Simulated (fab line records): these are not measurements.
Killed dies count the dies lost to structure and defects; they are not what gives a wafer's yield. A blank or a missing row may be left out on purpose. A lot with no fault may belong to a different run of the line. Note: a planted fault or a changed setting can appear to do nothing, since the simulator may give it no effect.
Which tool is to blame? :: flow n5-finfet :: 8 lots with 22 wafers sampled at 7 steps, on a route of 1938 steps

WHAT THE GAUGES READ, wafer by wafer
N5_MOL_CONTACT_COAG_THK_MEAS_29. Usual: MD_CAP_THK gives 17.91 nm (standard deviation 0.08).
lot: L189
measured: day 5 10:15
on: film-metro-01
MD_CAP_THK (nm): 17.82 18.03 17.93
flag: 

lot: L190
measured: day 5 15:08
on: film-metro-02
MD_CAP_THK (nm): 18.00 17.97 17.99
flag: 

lot: L197
measured: day 7 03:43
on: film-metro-01
MD_CAP_THK (nm): 10.09 17.82
flag: OFF

lot: L199
measured: day 7 17:46
on: film-metro-01
MD_CAP_THK (nm): 10.04 17.91
flag: OFF

lot: L200
measured: day 7 23:55
on: film-metro-01
MD_CAP_THK (nm): 17.89 17.90 10.19
flag: OFF

lot: L201
measured: day 8 00:10
on: film-metro-02
MD_CAP_THK (nm): 17.92 17.86 17.92
flag: 

lot: L203
measured: day 8 15:23
on: film-metro-02
MD_CAP_THK (nm): 17.90 17.93 17.88
flag: 

lot: L211
measured: day 10 14:14
on: film-metro-02
MD_CAP_THK (nm): 17.85 17.96 17.95
flag: 

N5_BEOL_M4_RC_MEAS_101. Usual: DIBL_N 36.3 mV/V, standard deviation 1.2; DIBL_P 36.3 mV/V, standard deviation 1.4; IOFF_N 0.157 nA/um, standard deviation 0.02; IOFF_P 0.22 nA/um, standard deviation 0.033; ION_N 675 uA/um, standard deviation 9.6; ION_P 465 uA/um, standard deviation 8.2; SS_N 71.4 mV/dec, standard deviation 0.45; SS_P 73.3 mV/dec, standard deviation 0.54; VT_N 249.8 mV, standard deviation 2.5; VT_P -249 mV, standard deviation 3.2.
lot: L189
measured: day 8 02:21
on: prober-01
DIBL_N (mV/V): 37.2 36.6 35.3
DIBL_P (mV/V): 38.5 37.3 36.4
IOFF_N (nA/um): 0.169 0.150 0.137
IOFF_P (nA/um): 0.23 0.21 0.20
ION_N (uA/um): 681 676 661
ION_P (uA/um): 466 467 457
SS_N (mV/dec): 71.4 71.6 71.5
SS_P (mV/dec): 72.8 72.7 73.0
VT_N (mV): 246.2 249.8 251.9
VT_P (mV): -249 -251 -252
flag: 

lot: L190
measured: day 9 11:22
on: prober-02
DIBL_N (mV/V): 36.7 37.9 36.8
DIBL_P (mV/V): 37.4 38.7 37.3
IOFF_N (nA/um): 0.161 0.190 0.162
IOFF_P (nA/um): 0.24 0.26 0.23
ION_N (uA/um): 684 687 678
ION_P (uA/um): 475 467 468
SS_N (mV/dec): 72.0 71.9 71.4
SS_P (mV/dec): 73.4 74.0 74.3
VT_N (mV): 247.5 248.9 249.6
VT_P (mV): -247 -249 -249
flag: 

lot: L197
measured: day 11 07:55
on: prober-01
DIBL_N (mV/V): 37.6 37.8
DIBL_P (mV/V): 35.5 36.7
IOFF_N (nA/um): 0.165 0.176
IOFF_P (nA/um): 0.23 0.25
ION_N (uA/um): 679 688
ION_P (uA/um): 464 474
SS_N (mV/dec): 71.4 71.1
SS_P (mV/dec): 73.5 73.4
VT_N (mV): 250.5 247.2
VT_P (mV): -247 -245
flag: 

lot: L199
measured: day 11 11:13
on: prober-02
DIBL_N (mV/V): 37.4 36.9
DIBL_P (mV/V): 35.5 35.0
IOFF_N (nA/um): 0.168 0.162
IOFF_P (nA/um): 0.23 0.21
ION_N (uA/um): 683 680
ION_P (uA/um): 466 466
SS_N (mV/dec): 70.9 71.2
SS_P (mV/dec): 73.8 73.2
VT_N (mV): 249.0 248.9
VT_P (mV): -249 -247
flag: 

lot: L200
measured: day 11 23:50
on: prober-01
DIBL_N (mV/V): 37.4 36.5 36.8
DIBL_P (mV/V): 38.4 36.9 36.2
IOFF_N (nA/um): 0.177 0.157 0.153
IOFF_P (nA/um): 0.21 0.18 0.18
ION_N (uA/um): 680 669 665
ION_P (uA/um): 462 459 451
SS_N (mV/dec): 72.0 71.7 72.0
SS_P (mV/dec): 73.6 73.1 73.3
VT_N (mV): 248.5 249.4 250.3
VT_P (mV): -253 -253 -254
flag: 

lot: L201
measured: day 12 05:26
on: prober-01
DIBL_N (mV/V): 37.2 35.8 36.2
DIBL_P (mV/V): 37.3 36.4 36.6
IOFF_N (nA/um): 0.182 0.173 0.173
IOFF_P (nA/um): 0.25 0.24 0.23
ION_N (uA/um): 680 680 677
ION_P (uA/um): 475 472 465
SS_N (mV/dec): 71.3 71.3 71.1
SS_P (mV/dec): 73.5 73.9 72.8
VT_N (mV): 248.5 249.2 247.7
VT_P (mV): -246 -245 -246
flag: 

lot: L203
measured: day 12 12:53
on: prober-02
DIBL_N (mV/V): 37.1 36.4 34.7
DIBL_P (mV/V): 37.0 36.4 34.0
IOFF_N (nA/um): 0.156 0.154 0.120
IOFF_P (nA/um): 0.22 0.21 0.18
ION_N (uA/um): 666 671 660
ION_P (uA/um): 459 457 453
SS_N (mV/dec): 71.4 72.1 70.6
SS_P (mV/dec): 74.0 73.0 73.4
VT_N (mV): 250.1 252.0 254.0
VT_P (mV): -249 -251 -253
flag: 

lot: L211
measured: day 13 19:12
on: prober-01
DIBL_N (mV/V): 35.7 37.4 36.5
DIBL_P (mV/V): 36.1 37.9 36.6
IOFF_N (nA/um): 0.147 0.182 0.170
IOFF_P (nA/um): 0.25 0.28 0.26
ION_N (uA/um): 673 675 667
ION_P (uA/um): 469 473 464
SS_N (mV/dec): 71.2 71.5 71.8
SS_P (mV/dec): 73.3 74.0 73.9
VT_N (mV): 249.2 246.1 247.4
VT_P (mV): -246 -245 -246
flag: 

WHAT TOOL EACH LOT RAN ON (gives the tool, then ch and the chambers of the sampled wafers, and finally the start)
lot: L189
N5_GATE_CUT_ETCHBACK_30: rie-metal-02 ch 0,1, day 4 14:11
N5_GATE_CUT_SAC_CAP_01: ald-sin-03 ch 0,1,3, day 4 14:54
N5_GATE_CUT_CMP_02: cmp-01 ch 1,2,3, day 4 17:14
N5_GATE_CUT_ETCH_28: rie-diel-02 ch 0,1, day 4 18:04
N5_MOL_CONTACT_COAG_ETCH_47: rie-diel-06 ch 0,1,2, day 5 13:12

lot: L190
N5_GATE_CUT_ETCHBACK_30: rie-metal-02 ch 0,1, day 4 19:43
N5_GATE_CUT_SAC_CAP_01: ald-sin-03 ch 0,1, day 4 21:07
N5_GATE_CUT_CMP_02: cmp-03 ch 0,1, day 4 23:25
N5_GATE_CUT_ETCH_28: rie-diel-02 ch 0,1,2, day 5 00:15
N5_MOL_CONTACT_COAG_ETCH_47: rie-diel-03 ch 0,3, day 5 17:06

lot: L197
N5_GATE_CUT_ETCHBACK_30: rie-metal-03 ch 0,1, day 6 09:41
N5_GATE_CUT_SAC_CAP_01: ald-sin-03 ch 1,2, day 6 10:13
N5_GATE_CUT_CMP_02: cmp-03 ch 1,3, day 6 12:28
N5_GATE_CUT_ETCH_28: rie-diel-04 ch 0,2, day 6 13:26
N5_MOL_CONTACT_COAG_ETCH_47: rie-diel-06 ch 0,2, day 7 06:22

lot: L199
N5_GATE_CUT_ETCHBACK_30: rie-metal-02 ch 1, day 6 23:00
N5_GATE_CUT_SAC_CAP_01: ald-sin-03 ch 1,2, day 6 23:51
N5_GATE_CUT_CMP_02: cmp-01 ch 1,3, day 7 02:10
N5_GATE_CUT_ETCH_28: rie-diel-04 ch 0,1, day 7 02:56
N5_MOL_CONTACT_COAG_ETCH_47: rie-diel-03 ch 0,3, day 7 19:22

lot: L200
N5_GATE_CUT_ETCHBACK_30: rie-metal-03 ch 0,1, day 7 06:26
N5_GATE_CUT_SAC_CAP_01: ald-sin-03 ch 0,2,3, day 7 06:50
N5_GATE_CUT_CMP_02: cmp-03 ch 2,3, day 7 09:07
N5_GATE_CUT_ETCH_28: rie-diel-02 ch 2,3, day 7 09:56
N5_MOL_CONTACT_COAG_ETCH_47: rie-diel-03 ch 1,2, day 8 01:44

lot: L201
N5_GATE_CUT_ETCHBACK_30: rie-metal-03 ch 0,1, day 7 08:07
N5_GATE_CUT_SAC_CAP_01: ald-sin-04 ch 1,2,3, day 7 08:58
N5_GATE_CUT_CMP_02: cmp-03 ch 0,2,3, day 7 11:14
N5_GATE_CUT_ETCH_28: rie-diel-02 ch 0,1,2, day 7 12:11
N5_MOL_CONTACT_COAG_ETCH_47: rie-diel-03 ch 0,1,2, day 8 03:01

lot: L203
N5_GATE_CUT_ETCHBACK_30: rie-metal-02 ch 0,1, day 7 20:35
N5_GATE_CUT_SAC_CAP_01: ald-sin-04 ch 0,1,3, day 7 21:00
N5_GATE_CUT_CMP_02: cmp-04 ch 0,1,3, day 7 23:17
N5_GATE_CUT_ETCH_28: rie-diel-05 ch 1,2,3, day 8 00:14
N5_MOL_CONTACT_COAG_ETCH_47: rie-diel-03 ch 0,2,3, day 8 17:17

lot: L211
N5_GATE_CUT_ETCHBACK_30: rie-metal-02 ch 0, day 9 22:38
N5_GATE_CUT_SAC_CAP_01: ald-sin-03 ch 0,2,3, day 9 23:02
N5_GATE_CUT_CMP_02: cmp-01 ch 0,1,3, day 10 01:23
N5_GATE_CUT_ETCH_28: rie-diel-04 ch 0,1,2, day 10 02:08
N5_MOL_CONTACT_COAG_ETCH_47: rie-diel-01 ch 0,1,3, day 10 15:49
- N5_GATE_CUT_ETCHBACK_30: etches TiN in Cl2/Ar, target depth 3 nm.
- N5_GATE_CUT_SAC_CAP_01: material SiNx, target thk 24 nm, pulse time 1 s, ald cycles 480.
- N5_GATE_CUT_CMP_02: polishes, stops on SiO2, t overpolish 12.7 s, target thk 0 nm.
- N5_GATE_CUT_ETCH_28: etches underlayer in N2/H2, target depth 13 nm, time 10.4 s.
- N5_MOL_CONTACT_COAG_ETCH_47: etches SiNx in CH3F/O2, stops on W, target depth 27 nm.

AS READ BY THE TOOLS THEMSELVES (means over the sampled wafers that have a number; for cases with no such wafer, the mark the record gives instead)
N5_GATE_CUT_ETCHBACK_30. Usual: drypump-motor-current-A 6.0 A, standard deviation 0.42; he-backside-leak-sccm 3.44 sccm, standard deviation 0.17; mfc-cl2-sccm 39.99 sccm, standard deviation 0.11; oes-product-au 0.78 a.u., standard deviation 0.083; throttle-valve-pct 20.65 %, standard deviation 0.13.
lot: L189
tool: rie-metal-02
drypump-motor-current-A (A): 6.4
he-backside-leak-sccm (sccm): 3.29
mfc-cl2-sccm (sccm): 39.93
oes-product-au (a.u.): 0.74
throttle-valve-pct (%): 20.64
flag: 

lot: L190
tool: rie-metal-02
drypump-motor-current-A (A): 6.4
he-backside-leak-sccm (sccm): 3.45
mfc-cl2-sccm (sccm): 39.98
oes-product-au (a.u.): 0.76
throttle-valve-pct (%): 20.64
flag: 

lot: L197
tool: rie-metal-03
drypump-motor-current-A (A): 6.1
he-backside-leak-sccm (sccm): 3.46
mfc-cl2-sccm (sccm): 39.95
oes-product-au (a.u.): 0.77
throttle-valve-pct (%): 20.80
flag: 

lot: L199
tool: rie-metal-02
drypump-motor-current-A (A): 6.4
he-backside-leak-sccm (sccm): 3.81
mfc-cl2-sccm (sccm): 40.15
oes-product-au (a.u.): 0.77
throttle-valve-pct (%): 20.61
flag: 

lot: L200
tool: rie-metal-03
drypump-motor-current-A (A): 6.1
he-backside-leak-sccm (sccm): 3.51
mfc-cl2-sccm (sccm): 39.98
oes-product-au (a.u.): 0.72
throttle-valve-pct (%): 20.87
flag: 

lot: L201
tool: rie-metal-03
drypump-motor-current-A (A): 6.1
he-backside-leak-sccm (sccm): 3.57
mfc-cl2-sccm (sccm): 39.98
oes-product-au (a.u.): 0.73
throttle-valve-pct (%): 20.89
flag: 

lot: L203
tool: rie-metal-02
drypump-motor-current-A (A): 6.4
he-backside-leak-sccm (sccm): 3.66
mfc-cl2-sccm (sccm): 40.02
oes-product-au (a.u.): 0.75
throttle-valve-pct (%): 20.64
flag: 

lot: L211
tool: rie-metal-02
drypump-motor-current-A (A): 6.5
he-backside-leak-sccm (sccm): 3.34
mfc-cl2-sccm (sccm): 39.87
oes-product-au (a.u.): 0.69
throttle-valve-pct (%): 20.69
flag: 

N5_GATE_CUT_SAC_CAP_01. Usual: heater-power-w 829 W, standard deviation 53; precursor-pulse-height-rel 1.003, standard deviation 0.019.
lot: L189
tool: ald-sin-03
heater-power-w (W): 834
precursor-pulse-height-rel: 0.999
flag: 

lot: L190
tool: ald-sin-03
heater-power-w (W): 860
precursor-pulse-height-rel: 1.003
flag: 

lot: L197
tool: ald-sin-03
heater-power-w (W): 806
precursor-pulse-height-rel: 1.020
flag: 

lot: L199
tool: ald-sin-03
heater-power-w (W): 836
precursor-pulse-height-rel: 1.002
flag: 

lot: L200
tool: ald-sin-03
heater-power-w (W): 838
precursor-pulse-height-rel: 0.995
flag: 

lot: L201
tool: ald-sin-04
heater-power-w (W): 805
precursor-pulse-height-rel: 0.999
flag: 

lot: L203
tool: ald-sin-04
heater-power-w (W): 866
precursor-pulse-height-rel: 0.997
flag: 

lot: L211
tool: ald-sin-03
heater-power-w (W): 790
precursor-pulse-height-rel: 1.027
flag: 

N5_GATE_CUT_CMP_02. Usual: motor-current-A 8.6 A, standard deviation 1.3; pad-life-wafers 1027, standard deviation 750.
lot: L189
tool: cmp-01
motor-current-A (A): 9.1
pad-life-wafers: 50
flag: 

lot: L190
tool: cmp-03
motor-current-A (A): 9.2
pad-life-wafers: 1825
flag: 

lot: L197
tool: cmp-03
motor-current-A (A): 10.4
pad-life-wafers: 2143
flag: 

lot: L199
tool: cmp-01
motor-current-A (A): 9.1
pad-life-wafers: 506
flag: 

lot: L200
tool: cmp-03
motor-current-A (A): 8.4
pad-life-wafers: 108
flag: 

lot: L201
tool: cmp-03
motor-current-A (A): 8.5
pad-life-wafers: 122
flag: 

lot: L203
tool: cmp-04
motor-current-A (A): 8.6
pad-life-wafers: 1855
flag: 

lot: L211
tool: cmp-01
motor-current-A (A): 8.3
pad-life-wafers: 1064
flag: 

N5_GATE_CUT_ETCH_28. Usual: drypump-motor-current-A 5.8 A, standard deviation 0.51; etch-rf-on-time-s 10.41 s, standard deviation 0.15; oes-product-au 0.63 a.u., standard deviation 0.052; rf-vpp-V 523.4 V, standard deviation 2.1; showerhead-plenum-p-Torr 2.53 Torr, standard deviation 0.075; throttle-valve-pct 17.97 %, standard deviation 0.24.
lot: L189
tool: rie-diel-02
drypump-motor-current-A (A): 6.0
etch-rf-on-time-s (s): 10.54
oes-product-au (a.u.): 0.61
rf-vpp-V (V): 522.6
showerhead-plenum-p-Torr (Torr): 2.49
throttle-valve-pct (%): 18.15
flag: 

lot: L190
tool: rie-diel-02
drypump-motor-current-A (A): 5.9
etch-rf-on-time-s (s): 10.41
oes-product-au (a.u.): 0.63
rf-vpp-V (V): 522.8
showerhead-plenum-p-Torr (Torr): 2.50
throttle-valve-pct (%): 17.91
flag: 

lot: L197
tool: rie-diel-04
drypump-motor-current-A (A): 5.8
etch-rf-on-time-s (s): 10.41
oes-product-au (a.u.): 0.65
rf-vpp-V (V): 525.2
showerhead-plenum-p-Torr (Torr): 2.59
throttle-valve-pct (%): 17.84
flag: 

lot: L199
tool: rie-diel-04
drypump-motor-current-A (A): 6.3
etch-rf-on-time-s (s): 10.31
oes-product-au (a.u.): 0.64
rf-vpp-V (V): 523.0
showerhead-plenum-p-Torr (Torr): 2.48
throttle-valve-pct (%): 17.96
flag: 

lot: L200
tool: rie-diel-02
drypump-motor-current-A (A): 5.1
etch-rf-on-time-s (s): 10.35
oes-product-au (a.u.): 0.64
rf-vpp-V (V): 523.6
showerhead-plenum-p-Torr (Torr): 2.54
throttle-valve-pct (%): 17.93
flag: 

lot: L201
tool: rie-diel-02
drypump-motor-current-A (A): 5.8
etch-rf-on-time-s (s): 10.38
oes-product-au (a.u.): 0.71
rf-vpp-V (V): 524.8
showerhead-plenum-p-Torr (Torr): 2.60
throttle-valve-pct (%): 17.81
flag: 

lot: L203
tool: rie-diel-05
drypump-motor-current-A (A): 5.9
etch-rf-on-time-s (s): 10.45
oes-product-au (a.u.): 0.61
rf-vpp-V (V): 523.4
showerhead-plenum-p-Torr (Torr): 2.52
throttle-valve-pct (%): 18.11
flag: 

lot: L211
tool: rie-diel-04
drypump-motor-current-A (A): 6.1
etch-rf-on-time-s (s): 10.36
oes-product-au (a.u.): 0.64
rf-vpp-V (V): 522.5
showerhead-plenum-p-Torr (Torr): 2.53
throttle-valve-pct (%): 17.96
flag: 

N5_MOL_CONTACT_COAG_ETCH_47. Usual: drypump-motor-current-A 5.7 A, standard deviation 0.38; etch-rf-on-time-s 31.2 s, standard deviation 0.47; oes-product-au 0.71 a.u., standard deviation 0.066; rf-vpp-V 298.1 V, standard deviation 2.1; showerhead-plenum-p-Torr 2.03 Torr, standard deviation 0.071; throttle-valve-pct 16.40 %, standard deviation 0.26.
lot: L189
tool: rie-diel-06
drypump-motor-current-A (A): 6.1
etch-rf-on-time-s (s): 30.9
oes-product-au (a.u.): 0.72
rf-vpp-V (V): 297.9
showerhead-plenum-p-Torr (Torr): 1.99
throttle-valve-pct (%): 16.56
flag: 

lot: L190
tool: rie-diel-03
drypump-motor-current-A (A): 5.7
etch-rf-on-time-s (s): 31.4
oes-product-au (a.u.): 0.65
rf-vpp-V (V): 298.1
showerhead-plenum-p-Torr (Torr): 2.02
throttle-valve-pct (%): 16.60
flag: 

lot: L197
tool: rie-diel-06
drypump-motor-current-A (A): 6.2
etch-rf-on-time-s (s): 24.6
oes-product-au (a.u.): 0.68
rf-vpp-V (V): 298.4
showerhead-plenum-p-Torr (Torr): 2.00
throttle-valve-pct (%): 16.60
flag: OFF

lot: L199
tool: rie-diel-03
drypump-motor-current-A (A): 5.5
etch-rf-on-time-s (s): 25.0
oes-product-au (a.u.): 0.64
rf-vpp-V (V): 297.9
showerhead-plenum-p-Torr (Torr): 1.98
throttle-valve-pct (%): 16.61
flag: OFF

lot: L200
tool: rie-diel-03
drypump-motor-current-A (A): 5.7
etch-rf-on-time-s (s): 26.8
oes-product-au (a.u.): 0.75
rf-vpp-V (V): 298.6
showerhead-plenum-p-Torr (Torr): 2.11
throttle-valve-pct (%): 16.32
flag: OFF

lot: L201
tool: rie-diel-03
drypump-motor-current-A (A): 5.8
etch-rf-on-time-s (s): 31.1
oes-product-au (a.u.): 0.72
rf-vpp-V (V): 298.4
showerhead-plenum-p-Torr (Torr): 2.10
throttle-valve-pct (%): 16.39
flag: 

lot: L203
tool: rie-diel-03
drypump-motor-current-A (A): 5.6
etch-rf-on-time-s (s): 31.7
oes-product-au (a.u.): 0.66
rf-vpp-V (V): 298.3
showerhead-plenum-p-Torr (Torr): 2.02
throttle-valve-pct (%): 16.58
flag: 

lot: L211
tool: rie-diel-01
drypump-motor-current-A (A): 5.7
etch-rf-on-time-s (s): 30.7
oes-product-au (a.u.): 0.76
rf-vpp-V (V): 296.9
showerhead-plenum-p-Torr (Torr): 1.97
throttle-valve-pct (%): 16.18
flag: 

THE ANSWER, worked out from the rows above alone
Rule: lot off if the mean of its wafers having a number is beyond 3 standard deviations from the usual mean. Also off: a lot with no number at a reading for which 4 or more lots have one. Any other lot the step has rows for is counted as sound. After the gauges, taken in route order, come the tools' own readings; for these a lot's mean is taken, as printed above. The first step at which some lot is off is used, and at that step the reading that is off furthest; a lot without a number counts as furthest.
Off: L197, L199, L200, at N5_MOL_CONTACT_COAG_THK_MEAS_29 (MD_CAP_THK).
A tool fits if, at a process step before that reading, it ran every lot that is off, and no sound lot after the first of them. The gauges at N5_MOL_CONTACT_COAG_THK_MEAS_29 aren't tried: what is off there is off at N5_MOL_CONTACT_COAG_ETCH_47 too, on other tools, and a gauge's error can't cause that. Of those tried, none fits.

WHAT HAD BEEN PUT IN BY THE SIMULATOR
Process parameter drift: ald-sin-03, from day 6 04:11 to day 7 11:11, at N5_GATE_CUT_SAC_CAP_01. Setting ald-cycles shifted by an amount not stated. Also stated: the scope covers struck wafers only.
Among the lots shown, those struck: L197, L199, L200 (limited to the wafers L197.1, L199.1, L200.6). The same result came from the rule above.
